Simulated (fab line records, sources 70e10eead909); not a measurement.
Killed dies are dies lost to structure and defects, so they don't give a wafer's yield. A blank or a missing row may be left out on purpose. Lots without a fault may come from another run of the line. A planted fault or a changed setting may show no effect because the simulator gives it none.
Chamber matching | flow nand_harc | NHARC_P_M0_CMP_23 on cmp-04: 4 sister chambers
The step polishes, t overpolish 20 s, target thk 117.53 nm. 8 wafers are shown with their chamber, then 7 later ones without.

WAFERS WITH THEIR CHAMBER
wafer  | chamber | motor_current_A (A) | slurry_filter_dp_kPa (kPa)
L077.2 | 1       | 10.5                | 13.53
L082.2 | 1       | 10.9                | 13.37
L082.4 | 2       | 12.1                | 13.54
L084.3 | 3       | 11.1                | 13.31
L084.4 | 0       | 12.6                | 13.48
L084.5 | 2       | 12.9                | 13.42
L087.2 | 0       | 12.4                | 13.53
L087.3 | 3       | 10.6                | 13.61

WAFERS WITHOUT THEIR CHAMBER
wafer  | motor_current_A (A) | slurry_filter_dp_kPa (kPa)
L087.5 | 11.1                | 13.69
L090.2 | 10.4                | 13.39
L090.4 | 11.2                | 13.53
L090.6 | 10.5                | 13.34
L093.1 | 12.6                | 13.27
L093.3 | 10.6                | 13.61
L093.5 | 11.2                | 13.57

WHICH CHAMBER EACH WENT THROUGH
wafer  | from the rows above     | in truth
L087.5 | can't be placed: 3 or 1 | 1
L090.2 | can't be placed: 1 or 3 | 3
L090.4 | can't be placed: 3 or 1 | 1
L090.6 | can't be placed: 1 or 3 | 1
L093.1 | can't be placed: 2 or 0 | 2
L093.3 | can't be placed: 1 or 3 | 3
L093.5 | can't be placed: 3 or 1 | 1
Placed correctly: 0 of 7. Can't be placed from these rows: 7 (the true chamber is among the candidates in 7). Placed wrongly: 0.
How it was worked out, from the rows above alone: a wafer's distance from a chamber is the root of the sum, over the readings, of the square of ((its reading less the chamber's mean) divided by the reading's scatter). The wafer belongs to the nearest chamber; if the next one is less than 2 further off, it can't be placed. A chamber's mean is the mean of its shown wafers. The scatter: the root of (the sum of the squares of (reading less its chamber's mean) over the shown wafers, divided by (wafers less chambers)).
